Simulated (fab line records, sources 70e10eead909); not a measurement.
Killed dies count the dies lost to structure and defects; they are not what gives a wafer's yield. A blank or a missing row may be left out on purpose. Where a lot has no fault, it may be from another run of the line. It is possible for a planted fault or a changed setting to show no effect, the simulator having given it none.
fab line records    flow nandHarc
record: lots: 5  wafers: 15  lastDay: 24
route steps=1159 shown P_M2@324 P_BONDPAD@351 END@1159
lots untouched by any fault: they come from a run of this same line in which no faults occurred
startH: the number of hours between the record's first day and the start of the first shown wafer of the lot    waitH: hours since the lot's step before    " repeats the value in the row above    L1.1+2: several wafers, shown together as one row    - value missing, or start not given    * or withheld: withheld    < > ~ a bound
route shown NAME@n: a module of which the file shows steps, and the number in the route of the first    usual: mean/standard deviation taken from wafers without a fault    same: alike in all rows    chamber/n: place in a boat    sites: the reading at each site    _std_site: how widely they spread, as a standard deviation    _edge_site: inner sites' mean taken away from outer sites' mean    radiusMm: for every site, how far away it sits from the centre of the wafer    mask NAME#n: copy n    behind: the tool/chamber that last shaped the wafer    hold: the reason the lot was held/the length of the hold in hours/how it ended    device: whichever transistor did not switch (one of n, p or np)    end of line: the tests these same wafers got at the end of their route    for a step that has no rows: nothing shown but its recipe    killed: the dies lost at the first sort to structure and to defects; this is not the yield of the wafer    map: per-die view of a wafer (x killed, . not killed, _ where there is no die)
set.NAME: the setting as run; set.NAME@STEP: as run at that earlier step    model.NAME: the simulator's own value behind a step, which no gauge read
lots at some steps of the route; a table a step, a row a wafer
services: a tool's chamber out of use, with start hour (startH, from the record's first day; less than 0 if before it), hours out, and reason
== steps ==
step: NHARC_P_M2_EBR_05
step: NHARC_P_M2_EXPOSE_06
recipe: na: 1.35  targetCdNm: 170  doseMj: 80.78  maskId: P_M2
step: NHARC_P_M2_PEB_07
recipe: pebTempC: 100  pebTimeS: 65
step: NHARC_P_M2_DEVELOP_08
recipe: developTimeS: 35  devTempC: 23
step: NHARC_P_M2_CD_MEAS_09
recipe: targetCdNm: 170  landingEnergyEv: 500
usual: cdNm: 169.9/0.65
lot.wafer  tool      chamber  startH  waitH  cdNm
L368.1     cdSem-03  0        148.07  -      169.6
L368.3     "         0        "       "      169.6
L368.6     "         0        "       "      170.2
L369.1     cdSem-01  0        157.97  -      169.6
L369.2     "         0        "       "      170.5
L369.3     "         0        "       "      170.6
L371.2     cdSem-01  0        168.15  -      169.6
L371.4     "         0        "       "      170.3
L371.5     "         0        "       "      170.2
L375.3     cdSem-01  0        189.39  -      170.6
L375.4     "         0        "       "      170.1
L375.6     "         0        "       "      169.7
L384.1     cdSem-01  0        244.59  -      168.8
L384.3     "         0        "       "      169.9
L384.6     "         0        "       "      169.2
step: NHARC_P_M2_OVL_MEAS_10
recipe: pitchNm: 340
usual: overlayXNm: -0.1/0.89  overlayYNm: 0.2/0.8
lot.wafer  tool        chamber  startH  waitH  overlayXNm  overlayYNm
L368.1     overlay-02  -        148.15  -      0.2         0.6
L368.3     "           -        "       "      0.8         0.5
L368.6     "           -        "       "      0.9         0.0
L369.1     overlay-02  -        158.06  -      -0.1        -0.5
L369.2     "           -        "       "      -0.7        -0.4
L369.3     "           -        "       "      0.4         0.2
L371.2     overlay-01  -        168.24  -      -0.3        1.6
L371.4     "           -        "       "      -0.6        1.8
L371.5     "           -        "       "      -0.6        1.7
L375.3     overlay-02  -        189.47  -      -0.3        -1.0
L375.4     "           -        "       "      0.0         -0.8
L375.6     "           -        "       "      -0.3        -0.6
L384.1     overlay-01  -        244.68  -      -0.2        -0.4
L384.3     "           -        "       "      0.1         0.3
L384.6     "           -        "       "      0.3         0.1
step: NHARC_P_M2_INSPECT_11
usual: rawDefectCount: 4.2/2.5
lot.wafer  tool              chamber  startH  waitH  rawDefectCount
L368.1     defectInspect-01  -        148.21  0.1    4
L368.3     "                 -        "       "      8
L368.6     "                 -        "       "      8
L369.1     defectInspect-02  -        158.10  0.0    4
L369.2     "                 -        "       "      4
L369.3     "                 -        "       "      3
L371.2     defectInspect-01  -        168.27  0.0    4
L371.4     "                 -        "       "      1
L371.5     "                 -        "       "      0
L375.3     defectInspect-01  -        189.51  0.0    3
L375.4     "                 -        "       "      2
L375.6     "                 -        "       "      2
L384.1     defectInspect-02  -        244.71  0.0    4
L384.3     "                 -        "       "      4
L384.6     "                 -        "       "      2
step: NHARC_P_M2_DESCUM_14
recipe: timeS: 3  o2FlowSccm: 200  arFlowSccm: 0  biasPowerW: 0  chemistry: O2
step: NHARC_P_M2_ETCH_35
recipe: targetDepthA: 400  overetchA: 120  timeS: 43.94  ionEnergyEv: 200  n2FlowSccm: 150  h2FlowSccm: 150  arFlowSccm: 0  rfW: 400  biasW: 150  chemistry: N2/H2
usual: drypumpMotorCurrentA: 5.8/0.43  n2FlowSccm: 150.0/0.42  oesProductAu: 0.996/0.01  rfVppV: 430/3  showerheadPlenumPTorr: 2.01/0.1  throttleValvePct: 14.173/0.0087
lot.wafer  tool        chamber  startH  waitH  drypumpMotorCurrentA  n2FlowSccm  oesProductAu  rfHoursCounterH  rfVppV  showerheadPlenumPTorr  throttleValvePct
L368.3     rieDiel-01  3        148.36  0.1    5.6                   149.5       0.991         0                433     2.16                   14.159
L368.1     "           0        "       "      5.3                   150.0       0.994         0                427     1.92                   14.177
L368.6     "           2        "       "      6.1                   150.5       0.984         -                426     1.90                   14.184
L369.1     rieDiel-01  3        158.24  0.1    5.6                   149.8       0.998         1                434     2.16                   14.177
L369.3     "           1        "       "      6.3                   148.9       0.996         1                427     1.92                   14.166
L369.2     "           2        "       "      6.1                   150.2       0.990         1                427     1.90                   14.183
L371.2     rieDiel-13  3        168.42  0.1    5.1                   149.9       1.020         10               430     2.00                   14.173
L371.4     "           0        "       "      5.6                   149.8       1.013         10               430     2.06                   14.156
L371.5     "           3        "       "      5.1                   149.6       1.006         -                428     2.01                   14.175
L375.3     rieDiel-01  0        189.65  0.1    5.3                   149.9       1.001         1                428     1.92                   14.172
L375.4     "           3        "       "      5.6                   150.3       1.001         1                433     2.16                   14.180
L375.6     "           1        "       "      6.2                   150.6       0.996         -                427     1.92                   14.167
L384.3     rieDiel-13  1        244.98  0.1    6.1                   150.1       0.974         25               431     2.03                   14.175
L384.1     "           2        "       "      6.1                   149.3       1.003         26               432     2.10                   14.161
L384.6     "           2        "       "      6.1                   149.8       1.008         -                431     2.10                   14.171
step: NHARC_P_M2_ETCH_15
recipe: targetDepthA: 1825  timeS: 91.2  c4f8FlowSccm: withheld  arFlowSccm: 400  rfW: 600  biasW: 300  chemistry: C4F8/Ar
step: NHARC_P_M2_CD_MEAS_16
usual: cdNm: 170.0/0.82
lot.wafer  tool      chamber  startH  waitH  cdNm
L368.1     cdSem-02  -        148.57  -      170.5
L368.3     "         -        "       "      170.1
L368.6     "         -        "       "      170.1
L369.1     cdSem-01  -        158.46  -      170.1
L369.2     "         -        "       "      170.5
L369.3     "         -        "       "      171.3
L371.2     cdSem-01  -        168.64  -      170.9
L371.4     "         -        "       "      170.4
L371.5     "         -        "       "      170.4
L375.3     cdSem-01  -        189.88  -      171.3
L375.4     "         -        "       "      170.1
L375.6     "         -        "       "      170.7
L384.1     cdSem-01  -        245.22  -      168.4
L384.3     "         -        "       "      170.3
L384.6     "         -        "       "      169.0
step: NHARC_P_M2_STRIP_18
recipe: powerW: 1000  n2FlowSccm: 150  h2FlowSccm: 150  arFlowSccm: 0  biasW: 0  chemistry: N2/H2
usual: drypumpMotorCurrentA: 5.7/0.42  n2FlowSccm: 150.0/0.42  oesProductAu: 0.995/0.01  rfVppV: 90.6/1  showerheadPlenumPTorr: 2.01/0.11  throttleValvePct: 14.171/0.0088
lot.wafer  tool        chamber  startH  waitH  drypumpMotorCurrentA  n2FlowSccm  oesProductAu  rfHoursCounterH  rfVppV  showerheadPlenumPTorr  throttleValvePct
L368.3     rieDiel-13  1        148.70  0.1    6.1                   149.9       0.990         7                90.7    2.03                   14.179
L368.1     "           2        "       "      6.2                   149.9       1.012         7                91.2    2.11                   14.174
L368.6     "           0        "       "      5.6                   149.8       1.005         -                90.1    2.06                   14.158
L369.3     rieDiel-01  0        158.54  0.1    5.3                   149.9       0.992         1                89.7    1.92                   14.154
L369.2     "           1        "       "      6.3                   149.4       0.996         1                90.0    1.92                   14.162
L369.1     "           2        "       "      6.1                   149.9       0.984         1                89.6    1.90                   14.180
L371.2     rieDiel-13  2        168.73  0.1    6.1                   149.1       1.027         10               92.2    2.11                   14.167
L371.4     "           0        "       "      5.6                   150.3       1.011         10               91.1    2.06                   14.167
L371.5     "           2        "       "      6.1                   150.2       1.022         -                92.1    2.11                   14.167
L375.4     rieDiel-01  1        189.97  0.1    6.2                   149.4       0.998         1                89.6    1.92                   14.166
L375.3     "           3        "       "      5.6                   150.1       0.999         1                91.5    2.16                   14.173
L375.6     "           1        "       "      6.2                   149.2       1.002         -                90.0    1.92                   14.178
L384.1     rieDiel-01  3        245.31  0.1    5.6                   150.3       0.983         4                91.3    2.16                   14.186
L384.3     "           3        "       "      5.6                   150.4       0.988         -                91.5    2.16                   14.179
L384.6     "           0        "       "      5.3                   150.3       0.995         -                89.8    1.92                   14.165
step: NHARC_P_M2_ETCH_28
recipe: targetDepthA: 300  overEtchFrac: 0.3  timeS: 72.99  ionEnergyEv: 150  cf4FlowSccm: 50  n2FlowSccm: 100  arFlowSccm: 150  rfW: 300  biasW: 100  chemistry: CF4/N2
usual: drypumpMotorCurrentA: 5.8/0.41  n2FlowSccm: 100.0/0.31  oesProductAu: 0.996/0.01  rfVppV: 313.5/2.1  showerheadPlenumPTorr: 2.58/0.12  throttleValvePct: 19.794/0.0091
lot.wafer  tool        chamber  startH  waitH  drypumpMotorCurrentA  n2FlowSccm  oesProductAu  rfHoursCounterH  rfVppV  showerheadPlenumPTorr  throttleValvePct
L368.3     rieDiel-13  2        148.89  -      6.1                   100.2       1.015         7                316.2   2.71                   19.793
L368.1     "           1        "       "      6.1                   99.9        0.984         7                314.4   2.62                   19.796
L368.6     "           3        "       "      5.1                   99.6        1.007         -                313.7   2.59                   19.793
L369.2     rieDiel-01  0        158.79  -      5.3                   100.4       0.998         1                311.9   2.48                   19.795
L369.1     "           1        "       "      6.3                   100.0       0.992         1                311.8   2.48                   19.793
L369.3     "           2        "       "      6.1                   99.7        0.998         1                311.4   2.46                   19.779
L371.2     rieDiel-13  3        168.97  -      5.1                   100.0       1.010         10               312.2   2.58                   19.797
L371.4     "           2        "       "      6.1                   100.0       1.019         10               315.1   2.71                   19.788
L371.5     "           3        "       "      5.1                   100.2       1.007         -                314.1   2.58                   19.792
L375.4     rieDiel-01  0        190.19  -      5.3                   100.0       0.994         1                311.1   2.48                   19.790
L375.3     "           1        "       "      6.2                   100.5       0.991         1                311.9   2.48                   19.782
L375.6     "           1        "       "      6.3                   100.2       0.997         -                312.7   2.48                   19.797
L384.1     rieDiel-01  0        245.71  0.3    5.3                   99.9        0.998         4                312.4   2.48                   19.777
L384.3     "           0        "       "      5.3                   100.3       0.999         -                312.3   2.48                   19.808
L384.6     "           3        "       "      5.5                   100.5       0.981         -                317.1   2.77                   19.809
step: NHARC_P_M2_STRIP_19
recipe: timeS: 600  tempC: 30  chemistry: postEtchResidueRemover
step: NHARC_P_M2_DEGAS_29
recipe: tempC: 250  timeS: 60
usual: heaterPowerW: 350/36  susceptorTempC: 250.01/0.17
lot.wafer  tool           chamber  startH  waitH  heaterPowerW  susceptorTempC
L368.1     pvdSputter-01  -        149.30  -      387           249.86
L368.3     "              -        "       "      298           250.23
L368.6     "              -        "       "      390           250.16
L369.1     pvdSputter-02  -        159.18  -      351           250.03
L369.2     "              -        "       "      356           249.97
L369.3     "              -        "       "      372           249.99
L371.4     pvdSputter-03  -        169.37  -      387           249.98
L371.2     "              -        "       "      324           249.69
L371.5     "              -        "       "      375           250.03
L375.3     pvdSputter-01  -        190.59  -      292           250.18
L375.4     "              -        "       "      305           249.80
L375.6     "              -        "       "      296           250.05
L384.3     pvdSputter-02  -        246.15  -      372           250.18
L384.1     "              -        "       "      326           250.09
L384.6     "              -        "       "      337           250.11
step: NHARC_P_M2_PRE_CLEAN_30
recipe: timeS: 30  tempC: 280  gas: H2/He
step: NHARC_P_M2_PVD_20
recipe: targetThkA: 50  biasV: 168.6  powerW: 15000  chamberPressurePa: 0.12  timeS: 8.06  substrateTempC: 50  material: TaN
step: NHARC_P_M2_PVD_21
recipe: targetThkA: 300  chamberPressurePa: 5  powerW: 5000  substrateTempC: 30  timeS: 20.49  material: Cu
usual: substrateTempC: 30.02/0.12  throttleValvePct: 30.2/0.65
lot.wafer  tool           chamber  startH  waitH  substrateTempC  throttleValvePct
L368.1     pvdSputter-01  -        -       -      29.87           30.4
L368.3     "              -        "       "      30.14           30.8
L368.6     "              -        "       "      29.96           30.6
L369.2     pvdSputter-02  -        -       -      29.98           29.8
L369.1     "              -        "       "      30.14           29.9
L369.3     "              -        "       "      30.08           30.3
L371.2     pvdSputter-03  -        -       -      30.09           31.0
L371.4     "              -        "       "      30.02           29.8
L371.5     "              -        "       "      30.09           31.0
L375.3     pvdSputter-01  -        -       -      30.16           30.5
L375.4     "              -        "       "      29.85           31.0
L375.6     "              -        "       "      29.95           30.4
L384.3     pvdSputter-02  -        -       -      30.03           30.7
L384.1     "              -        "       "      30.16           30.5
L384.6     "              -        "       "      30.10           30.8
step: NHARC_P_M2_ECD_22
recipe: targetThkA: 4000  bathTempC: 25  material: Cu
step: NHARC_P_M2_ANNEAL_31
recipe: tempC: 225  timeS: 90
usual: wafer_temp_C_max: 226.29/0.26
lot.wafer  tool          chamber  startH  waitH  wafer_temp_C_max
L368.1     rtpAnneal-02  0        150.06  -      226.48
L368.3     "             0        "       "      226.33
L368.6     "             0        "       "      226.99
L369.1     rtpAnneal-01  0        159.92  -      226.21
L369.2     "             0        "       "      226.17
L369.3     "             0        "       "      226.54
L371.2     rtpAnneal-02  0        170.15  -      226.11
L371.4     "             0        "       "      226.10
L371.5     "             0        "       "      226.35
L375.3     rtpAnneal-02  0        191.44  0.3    226.56
L375.4     "             0        "       "      226.23
L375.6     "             0        "       "      226.28
L384.1     rtpAnneal-01  0        246.90  -      226.14
L384.3     "             0        "       "      226.04
L384.6     "             0        "       "      226.45
step: NHARC_P_M2_CMP_23
recipe: tOverpolishS: 20  targetThkNm: 144.3
step: NHARC_P_M2_THK_MEAS_24
recipe: thkMeasGauge: xrf
usual: thkNm: 143.9/1.5
lot.wafer  tool          chamber  startH  waitH  thkNm
L368.1     filmMetro-01  -        150.72  -      144.7
L368.3     "             -        "       "      145.3
L368.6     "             -        "       "      145.8
L369.1     filmMetro-02  -        160.57  -      143.0
L369.2     "             -        "       "      143.9
L369.3     "             -        "       "      144.9
L371.2     filmMetro-01  -        170.79  -      145.5
L371.4     "             -        "       "      142.9
L371.5     "             -        "       "      143.7
L375.3     filmMetro-02  -        192.00  -      140.7
L375.4     "             -        "       "      143.9
L375.6     "             -        "       "      143.1
L384.1     filmMetro-01  -        247.57  -      143.7
L384.3     "             -        "       "      142.3
L384.6     "             -        "       "      146.1
step: NHARC_P_M2_SRD_25
step: NHARC_P_M2_PRE_CLEAN_32
recipe: timeS: 12  tempC: 370  rfPowerW: 300  gas: NH3
step: NHARC_P_M2_DEP_33
recipe: targetThkA: 300  tempC: 370  targetThkNm: 30  pressureTorr: 3  flowSccm: 200  rfW: 450  material: SiCN
step: NHARC_P_BONDPAD_DEP_00
recipe: targetThkA: 2500  tempC: 370  targetThkNm: 250  pressureTorr: 3  flowSccm: 200  rfW: 450  material: SiCN
step: NHARC_P_BONDPAD_CMP_32
recipe: targetThkNm: 200  material: SiCN
step: NHARC_P_BONDPAD_THK_MEAS_33
recipe: thkMeasGauge: ellipsometry
usual: thkNm: 199.4/1.6
lot.wafer  tool          chamber  startH  waitH  thkNm
L368.1     filmMetro-01  -        152.08  0.1    198.3
L368.3     "             -        "       "      199.2
L368.6     "             -        "       "      199.5
L369.1     filmMetro-02  -        161.97  0.2    202.2
L369.2     "             -        "       "      199.9
L369.3     "             -        "       "      200.7
L371.2     filmMetro-02  -        172.16  0.2    198.1
L371.4     "             -        "       "      198.6
L371.5     "             -        "       "      202.6
L375.3     filmMetro-02  -        193.46  0.2    197.4
L375.4     "             -        "       "      202.0
L375.6     "             -        "       "      198.7
L384.1     filmMetro-02  -        248.97  0.2    197.9
L384.3     "             -        "       "      199.8
L384.6     "             -        "       "      200.9
step: NHARC_P_BONDPAD_SRD_34
step: NHARC_P_BONDPAD_DEHYDRATE_01
recipe: tempC: 150  timeS: 120
step: NHARC_P_BONDPAD_HMDS_02
recipe: timeS: 30
step: NHARC_P_BONDPAD_COAT_36
recipe: tempC: 200  timeS: 65
step: NHARC_P_BONDPAD_COAT_03
recipe: spinRpm: 2000  resistThkNm: 600
step: NHARC_P_BONDPAD_SOFTBAKE_04
recipe: tempC: 125  timeS: 70
step: NHARC_P_BONDPAD_EBR_05
step: NHARC_P_BONDPAD_EXPOSE_06
recipe: na: 0.55  doseMj: 37.06  maskId: P_BPAD
step: NHARC_P_BONDPAD_PEB_07
recipe: pebTempC: 128  pebTimeS: 80
step: NHARC_P_BONDPAD_DEVELOP_08
recipe: timeS: 50  devTempC: 22
step: NHARC_P_BONDPAD_CD_MEAS_09
recipe: targetCdNm: 500  landingEnergyEv: 500
usual: cdNm: 500.8/1.7
lot.wafer  tool      chamber  startH  waitH  cdNm
L368.1     cdSem-02  0        152.53  -      499.8
L368.3     "         0        "       "      497.4
L368.6     "         0        "       "      501.4
L369.1     cdSem-03  0        162.54  -      501.3
L369.2     "         0        "       "      501.1
L369.3     "         0        "       "      500.4
L371.2     cdSem-02  0        172.72  -      503.5
L371.4     "         0        "       "      503.2
L371.5     "         0        "       "      502.7
L375.3     cdSem-01  0        194.03  -      497.6
L375.4     "         0        "       "      498.0
L375.6     "         0        "       "      498.6
L384.1     cdSem-03  0        249.55  -      502.9
L384.3     "         0        "       "      504.3
L384.6     "         0        "       "      503.4
step: NHARC_P_BONDPAD_OVL_MEAS_38
usual: overlayXNm: -1/6.1  overlayYNm: 0/7
lot.wafer  tool        chamber  startH  waitH  overlayXNm  overlayYNm
L368.1     overlay-02  -        152.64  -      1           -6
L368.3     "           -        "       "      0           -7
L368.6     "           -        "       "      0           -7
L369.1     overlay-01  -        162.63  -      4           6
L369.2     "           -        "       "      4           6
L369.3     "           -        "       "      3           5
L371.2     overlay-01  -        172.81  -      -6          1
L371.4     "           -        "       "      -6          1
L371.5     "           -        "       "      -6          1
L375.3     overlay-01  -        194.12  -      -4          4
L375.4     "           -        "       "      -4          5
L375.6     "           -        "       "      -4          5
L384.1     overlay-02  -        249.64  -      -7          -9
L384.3     "           -        "       "      -7          -9
L384.6     "           -        "       "      -7          -8
step: NHARC_END_SORT_01
recipe: tempC: 25
usual: defectLimitedYield: 95.5/1.3  killedAtArray: 27/8.8  killedAtOther: 0.4/0.82  killedAtPeriphery: 3.1/2.1  killedDies: 31/8.8  killedOpen: 3.3/2  killedShort: 2.0/1.4  sort_bin_2_pct: 1.3/0.56  sort_bin_3_pct: 0.25/0.21  sort_bin_4_pct: 2.9/0.89  sortNPass: 646/8.8  sortRimYieldPct: 95.8/2.7  sortYieldPct: 95.5/1.3
same: grossDies: 677  sort_bin_5_pct[%]: 0  sort_bin_6_pct[%]: 0  sort_bin_7_pct[%]: 0  sort_bin_8_pct[%]: 0  sortRimNGross: 106.00
lot.wafer  tool       chamber  startH  waitH  defectLimitedYield[%]  killedAtArray  killedAtOther  killedAtPeriphery  killedDies  killedOpen  killedShort  sort_bin_2_pct[%]  sort_bin_3_pct[%]  sort_bin_4_pct[%]  sortNPass  sortRimYieldPct[%]  sortYieldPct[%]
L375.3     prober-02  0        518.68  3.1    97.6                   13             0              3                  16          5           1            0.3                0                  2.1                661        94.3                97.6
L375.4     prober-02  0        519.48  3.4    97.6                   15             0              1                  16          3           0            0.6                0.15               1.6                661        97.2                97.6
L375.6     prober-02  0        521.09  4.0    97.6                   12             0              4                  16          2           2            1.0                0.30               1.0                661        97.2                97.6
L384.6     prober-02  0        565.54  3.9    84.5                   28             1              76                 105         2           2            8.4                2.22               4.9                572        97.2                84.5
killed by level:class
L375.3 A_CHANNEL_HOLE_D1:chamberFilmFlake=6 P_M0:geometricParticle:open=2 A_WL_FILL:geometricParticle:short=1 A_CONTACT:geometricParticle:open=1 A_M0:geometricParticle:open=1 A_M1:geometricParticle:open=1 P_STI:chamberFilmFlake=1 A_STAIRCASE:chamberFilmFlake=1
L375.4 A_CHANNEL_HOLE_D1:chamberFilmFlake=4 A_STAIRCASE:chamberFilmFlake=4 A_CONTACT:chamberFilmFlake=3 A_WL_FILL:geometricParticle:open=1 A_CONTACT:geometricParticle:open=1 A_BONDPAD:geometricParticle:open=1 P_STI:chamberFilmFlake=1 A_WL_FILL:chamberFilmFlake=1
L375.6 A_CONTACT:chamberFilmFlake=5 P_STI:chamberFilmFlake=2 A_STAIRCASE:chamberFilmFlake=2 A_WL_FILL:chamberFilmFlake=2 P_M0:geometricParticle:open=1 P_M1:geometricParticle:short=1 A_M0:geometricParticle:short=1 A_M1:geometricParticle:open=1
L384.6 P_M2:unspecified=73 A_CHANNEL_HOLE_D1:chamberFilmFlake=19 A_STAIRCASE:chamberFilmFlake=4 A_WL_FILL:chamberFilmFlake=3 P_GATE:geometricParticle:open=1 P_M1:geometricParticle:open=1 A_WL_FILL:geometricParticle:short=1 A_M1:geometricParticle:short=1
map L384.6 (x killed, . not)
____________.____________
_________......._________
_______..........._______
______.............______
_____..............._____
____............x....____
____.................____
___............x.x....___
___...............x...___
__............xx.x...x.__
__..........xxxxxx.....__
_..........xxxxxxx......_
_.........xxxxxxxx......_
_.........xxxxxxxx......_
_.........xxxxxxxx......_
_........xxxxxxxxx......_
...........xxxxxxx.......
..........xxxxxxx........
...x.......xxxxxx........
...x......xxxxxxxx.......
...........xxxxxxx.......
_............x.xx......._
_..x..........x........._
_..............x........_
_.x....................._
_.............x........._
__.....................__
__.....................__
___...................___
___...................___
____.......x......x..____
____...........x.....____
_____..............._____
______.............______
_______..x........_______
_________....x.._________
____________x____________
map L375.3 (x killed, . not)
____________.____________
_________.x....._________
_______..........._______
______.............______
_____..............._____
____.................____
____.................____
___...................___
___...................___
__.....................__
__........x............__
_......................x_
_......................x_
_......................x_
_.....................x._
_....................x.._
.......................x.
.....................x...
x........................
.............x...........
.........................
_.................x....._
_......................x_
_................x......_
_......................._
_......................._
__...x.........x.......__
__.....................__
___...................___
___...................___
____.................____
____.................____
_____..............._____
______.............______
_______..........._______
_________......._________
____________.____________
== services ==
tool           chamber  startH  hours  kind
rieDiel-01     -        137.82  9.0    pm
rieDiel-01     0        137.82  9.0    ventCycle
rieDiel-01     1        137.82  9.0    ventCycle
rieDiel-01     2        137.82  9.0    ventCycle
rieDiel-01     3        137.82  9.0    ventCycle
rieDiel-01     0        146.82  -      clean
rieDiel-01     1        146.82  -      clean
rieDiel-01     2        146.82  -      clean
rieDiel-01     3        146.82  -      clean
pvdSputter-01  -        158.00  10.0   pm
rieDiel-01     -        163.42  0.8    repair
rieDiel-01     0        171.32  -      clean
rieDiel-01     1        171.32  -      clean
rieDiel-01     2        171.32  -      clean
rieDiel-01     3        171.32  -      clean
pvdSputter-02  -        188.30  6.9    repair
rieDiel-01     0        195.82  -      clean
rieDiel-01     1        195.82  -      clean
rieDiel-01     2        195.82  -      clean
rieDiel-01     3        195.82  -      clean
pvdSputter-02  -        215.37  10.0   pm
rieDiel-01     1        234.49  16.3   repair
rieDiel-01     2        238.04  8.0    repair
rieDiel-13     3        240.82  10.0   repair
== key ==
firstSign: step: NHARC_END_SORT_01  reading: killedAtPeriphery  direction: up  sigmas: 35  usual: 3.1  struck: 76
effect: step: NHARC_END_SORT_01  reading: killedDies  direction: up  sigmas: 8.4  usual: 31  struck: 105
moreKillsBornAt: NHARC_P_M2_ETCH_28@rieDiel-01: 73
metAt NHARC_P_M2_ETCH_28
struckWafers L384.6
fault: kind: chamberParticleSource  tool: rieDiel-01  chamber: 3  onsetH: 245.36  steps: NHARC_P_M2_ETCH_28  ratePerVisitCm2: 0.67261  endH: 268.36
